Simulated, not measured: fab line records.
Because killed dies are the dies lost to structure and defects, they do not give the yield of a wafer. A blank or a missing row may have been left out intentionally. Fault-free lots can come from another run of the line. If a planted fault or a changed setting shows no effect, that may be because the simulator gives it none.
The tool behind it: which one? || flow n5_finfet || 11 lots (31 wafers sampled), 1 step of a 1938-step route

WHAT THE GAUGES READ, wafer by wafer
N5_BEOL_M13_INSPECT_12: inspects for defects (macro).
{"lot": "L970", "measured": "day 10 07:50", "on": "defect_inspect-01", "raw_defect_count": "0 1 1"}
{"lot": "L971", "measured": "day 11 02:32", "on": "defect_inspect-01", "raw_defect_count": "1 5 2"}
{"lot": "L977", "measured": "day 12 11:52", "on": "defect_inspect-02", "raw_defect_count": "3 2 0"}
{"lot": "L978", "measured": "day 12 22:32", "on": "defect_inspect-02", "raw_defect_count": "0 3 4"}
{"lot": "L980", "measured": "day 13 09:17", "on": "defect_inspect-02", "raw_defect_count": "4 3"}
{"lot": "L979", "measured": "day 13 13:22", "on": "defect_inspect-01", "raw_defect_count": "1 1 0"}
{"lot": "L982", "measured": "day 14 03:22", "on": "defect_inspect-01", "raw_defect_count": "0 0 3"}
{"lot": "L984", "measured": "day 14 08:22", "on": "defect_inspect-02", "raw_defect_count": "4 3 2"}
{"lot": "L985", "measured": "day 14 13:51", "on": "defect_inspect-01", "raw_defect_count": "3 2 4"}
{"lot": "L986", "measured": "day 14 20:39", "on": "defect_inspect-02", "raw_defect_count": "2 2"}
{"lot": "L992", "measured": "day 16 11:26", "on": "defect_inspect-02", "raw_defect_count": "0 0 4"}

EACH LOT AND THE TOOL THAT RAN IT (in order: tool; ch and the chambers of the sampled wafers; start)
There is no process step in the record ahead of these readings.

THE ANSWER, worked out from the rows above alone
Rule: usual is defined by the lots themselves. The widest of any qualifying gaps counts: lots, ordered by their means at a reading, are off when they make up no more than a third of the lots, leave a main group of 4 or more, and stand apart from it by 3 or more times the standard deviation of that group's means. The tables above print the reading to a certain number of digits; a main group whose means all agree to those digits is not used. A lot without any number at a reading at which 4 lots or more have one is off too. Any other lot the step has rows for is counted as sound.
No lot is off at any reading shown: from this, nothing can be told.

WHAT WAS PUT IN BY THE SIMULATOR
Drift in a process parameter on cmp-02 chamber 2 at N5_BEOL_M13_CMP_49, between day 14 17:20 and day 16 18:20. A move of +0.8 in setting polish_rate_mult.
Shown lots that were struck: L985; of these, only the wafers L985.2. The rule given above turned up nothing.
